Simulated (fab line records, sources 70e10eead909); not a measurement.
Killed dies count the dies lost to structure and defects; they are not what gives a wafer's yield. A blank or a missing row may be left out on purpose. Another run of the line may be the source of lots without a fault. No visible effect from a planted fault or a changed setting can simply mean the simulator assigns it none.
Which tool was responsible? ; flow nandHarc ; Sampling: 13 lots, 39 wafers, 6 of 1159 route steps

== WHAT EACH GAUGE READ, for each wafer ==
NHARC_P_GATE_CD_MEAS_46 targets a cd of 720 nm.
lot;measured;on;cdNm (nm)
L726;day 5 06:38;cdSem-01;713.9 716.5 717.3
L727;day 5 16:00;cdSem-03;718.9 716.7 718.0
L729;day 6 00:06;cdSem-01;718.4 717.5 716.8
L728;day 6 00:23;cdSem-03;716.4 715.8 714.0
L731;day 6 09:26;cdSem-03;717.3 720.0 715.2
L732;day 6 09:56;cdSem-02;719.1 717.5 718.3
L733;day 6 23:16;cdSem-02;719.9 722.3 720.4
L734;day 7 03:29;cdSem-02;719.0 717.9 719.6
L735;day 7 03:46;cdSem-01;717.2 719.3 723.5
L736;day 7 18:17;cdSem-01;719.9 719.0 721.6
L739;day 8 15:29;cdSem-03;719.0 717.8 718.6
L738;day 8 15:39;cdSem-01;719.3 720.1 719.7
L740;day 8 21:49;cdSem-02;721.2 719.8 719.1

NHARC_P_GATE_CD_MEAS_91 targets a cd of 2000 nm.
lot;measured;on;cdNm (nm)
L726;day 5 10:22;cdSem-03;2002 2004 2000
L727;day 5 19:31;cdSem-01;2003 2004 2000
L729;day 6 03:34;cdSem-03;2003 2004 2004
L728;day 6 03:53;cdSem-02;2002 2002 1999
L731;day 6 12:56;cdSem-01;1998 1994 1997
L732;day 6 13:31;cdSem-01;1999 1999 1998
L733;day 7 02:49;cdSem-02;1997 2000 1995
L734;day 7 07:00;cdSem-02;1999 1994 1993
L735;day 7 07:23;cdSem-02;2004 2000 2004
L736;day 7 21:45;cdSem-01;2001 1999 1999
L739;day 8 19:09;cdSem-01;1999 2002 2001
L738;day 8 19:38;cdSem-01;1993 1996 1998
L740;day 9 01:20;cdSem-03;- - -

NHARC_END_SORT_01.
lot;measured;on;killedAtArray;killedAtOther;killedAtPeriphery;killedDies;killedOpen;killedShort
L726;day 19 12:16;prober-02;33 23 16;3 2 2;3 2 4;39 27 22;3 4 1;3 1 0
L727;day 19 19:25;prober-01;23 24 19;1 2 1;4 4 6;28 30 26;3 4 0;1 4 1
L729;day 20 03:09;prober-02;12 16 26;0 0 0;1 4 3;13 20 29;1 4 4;0 1 6
L728;day 20 03:12;prober-01;22 19 21;0 0 1;6 3 1;28 22 23;3 0 1;3 1 1
L731;day 20 10:55;prober-01;16 18 24;1 0 0;4 4 3;21 22 27;5 5 3;1 2 1
L732;day 20 19:28;prober-01;16 20 15;2 0 1;3 1 4;21 21 20;7 2 5;1 1 0
L733;day 21 08:29;prober-01;33 32 28;0 1 0;5 3 2;38 36 30;4 5 1;4 1 1
L734;day 21 07:41;prober-02;16 23 28;1 1 1;4 1 1;21 25 30;1 1 4;0 2 1
L735;day 21 20:15;prober-02;20 14 14;1 2 1;2 1 0;23 17 15;2 2 1;6 6 0
L736;day 22 02:26;prober-02;44 33 40;1 1 0;2 1 2;47 35 42;5 1 3;1 1 0
L739;day 22 14:23;prober-01;28 29 24;1 0 0;1 6 2;30 35 26;1 5 0;2 2 4
L738;day 22 22:05;prober-02;33 37 41;1 0 0;5 1 3;39 38 44;1 4 6;6 0 4
L740;day 23 16:56;prober-01;33 23 30;1 3 0;643 651 647;677 677 677;1 4 2;3 2 2

== WHICH TOOL RAN EACH LOT (tool, then ch and the chambers of the sampled wafers, then the start) ==
lot;NHARC_P_GATE_ETCH_32;NHARC_P_GATE_EXPOSE_88;NHARC_P_GATE_STRIP_113
L726;rieSi-05 ch 1,2,3, day 4 19:19;krfScanner-04 ch 0, day 5 10:13;plasmaAsher-02 ch 0,1, day 5 11:22
L727;rieSi-05 ch 0,1,2, day 5 02:25;krfScanner-02 ch 0, day 5 19:21;plasmaAsher-01 ch 0,1, day 5 20:03
L729;rieSi-04 ch 1,2,3, day 5 12:46;krfScanner-01 ch 0, day 6 03:25;plasmaAsher-01 ch 0,1, day 6 04:08
L728;rieSi-05 ch 0,2, day 5 12:56;krfScanner-04 ch 0, day 6 03:44;plasmaAsher-02 ch 0,1, day 6 04:25
L731;rieSi-04 ch 0,1,2, day 5 22:10;krfScanner-04 ch 0, day 6 12:47;plasmaAsher-02 ch 0,1, day 6 13:30
L732;rieSi-05 ch 1,2,3, day 5 22:30;krfScanner-04 ch 0, day 6 13:22;plasmaAsher-01 ch 0,1, day 6 14:12
L733;rieSi-04 ch 0,1,2, day 6 12:01;krfScanner-02 ch 0, day 7 02:40;plasmaAsher-02 ch 0,1, day 7 03:22
L734;rieSi-05 ch 0,1, day 6 16:10;krfScanner-04 ch 0, day 7 06:50;plasmaAsher-02 ch 0,1, day 7 07:32
L735;rieSi-06 ch 0,2,3, day 6 16:16;krfScanner-02 ch 0, day 7 07:14;plasmaAsher-01 ch 0,1, day 7 08:09
L736;rieSi-04 ch 0,3, day 7 06:54;krfScanner-02 ch 0, day 7 21:35;plasmaAsher-02 ch 0,1, day 7 22:24
L739;rieSi-05 ch 0,2,3, day 8 03:34;krfScanner-04 ch 0, day 8 19:00;plasmaAsher-01 ch 0,1, day 8 19:48
L738;rieSi-06 ch 0,1,3, day 8 04:05;krfScanner-04 ch 0, day 8 19:29;plasmaAsher-01 ch 0,1, day 8 20:41
L740;rieSi-05 ch 2,3, day 8 10:32;krfScanner-04 ch 0, day 9 01:11;plasmaAsher-02 ch 0,1, day 9 02:17
- NHARC_P_GATE_ETCH_32: etches the open film in HBr/Cl2, target depth 150 nm, time 100.1 s.
- NHARC_P_GATE_EXPOSE_88: exposes mask P HVN, target cd 2000 nm.
- NHARC_P_GATE_STRIP_113: strips in N2/H2, time 740 s.

== AS READ BY THE TOOLS THEMSELVES (means over the sampled wafers that have a number; for cases with no such wafer, the mark the record gives instead) ==
NHARC_P_GATE_ETCH_32.
lot;tool;biasW (W);drypumpMotorCurrentA (A);oesProductAu (a.u.);throttleValvePct (%)
L726;rieSi-05;99.91;6.0;1.009;26.413
L727;rieSi-05;99.97;6.2;1.007;26.413
L729;rieSi-04;99.90;6.2;1.019;26.401
L728;rieSi-05;100.11;6.5;1.003;26.419
L731;rieSi-04;99.85;5.9;1.011;26.405
L732;rieSi-05;99.82;6.0;1.008;26.415
L733;rieSi-04;100.30;5.9;1.012;26.402
L734;rieSi-05;99.83;5.9;1.005;26.406
L735;rieSi-06;99.56;6.3;1.008;26.405
L736;rieSi-04;100.25;5.9;1.011;26.409
L739;rieSi-05;100.06;6.2;1.005;26.401
L738;rieSi-06;99.63;6.1;0.987;26.409
L740;rieSi-05;100.07;6.0;1.003;26.410

NHARC_P_GATE_STRIP_113.
lot;tool;drypumpMotorCurrentA (A);heaterPowerW (W);rfReflPowerW (W)
L726;plasmaAsher-02;6.1;96;16
L727;plasmaAsher-01;5.4;77;30
L729;plasmaAsher-01;5.4;79;30
L728;plasmaAsher-02;5.7;95;13
L731;plasmaAsher-02;5.7;95;12
L732;plasmaAsher-01;5.5;75;28
L733;plasmaAsher-02;5.7;93;13
L734;plasmaAsher-02;6.1;94;16
L735;plasmaAsher-01;5.4;77;30
L736;plasmaAsher-02;5.7;95;12
L739;plasmaAsher-01;5.4;77;30
L738;plasmaAsher-01;5.5;75;28
L740;plasmaAsher-02;5.7;93;12

== THE ANSWER, worked out from the rows above alone ==
Rule: the lots themselves supply what counts as usual. The widest of any qualifying gaps counts: lots, ordered by their means at a reading, are off when they make up no more than a third of the lots, leave a main group of 4 or more, and stand apart from it by 3 or more times the standard deviation of that group's means. Not used: any main group whose means are identical at the precision the tables above print for the reading. Also off: a lot with no number at a reading for which 4 or more lots have one. Where the step has rows for the other lots, those lots are counted as sound. The gauges are gone through in route order, then the tools' own readings, and for those a lot's mean is taken as printed above. The first step at which some lot is off is used, and at that step the reading that is off furthest; a lot without a number counts as furthest.
Off, at NHARC_P_GATE_CD_MEAS_91 on cdNm: L740. Without a number there: L740. The main group: mean 2000 nm, standard deviation 2.8.
A tool fits if, at a process step before that reading, it ran every lot that is off, and no sound lot after the first of them. Not tried: the gauges at NHARC_P_GATE_CD_MEAS_91; whatever is off there is also off at NHARC_END_SORT_01, on other tools, and gauge error can't account for it. Can't be told from this: 2 tools fit, rieSi-05 at NHARC_P_GATE_ETCH_32, krfScanner-04 at NHARC_P_GATE_EXPOSE_88.

== WHAT THE SIMULATOR HAD INSERTED ==
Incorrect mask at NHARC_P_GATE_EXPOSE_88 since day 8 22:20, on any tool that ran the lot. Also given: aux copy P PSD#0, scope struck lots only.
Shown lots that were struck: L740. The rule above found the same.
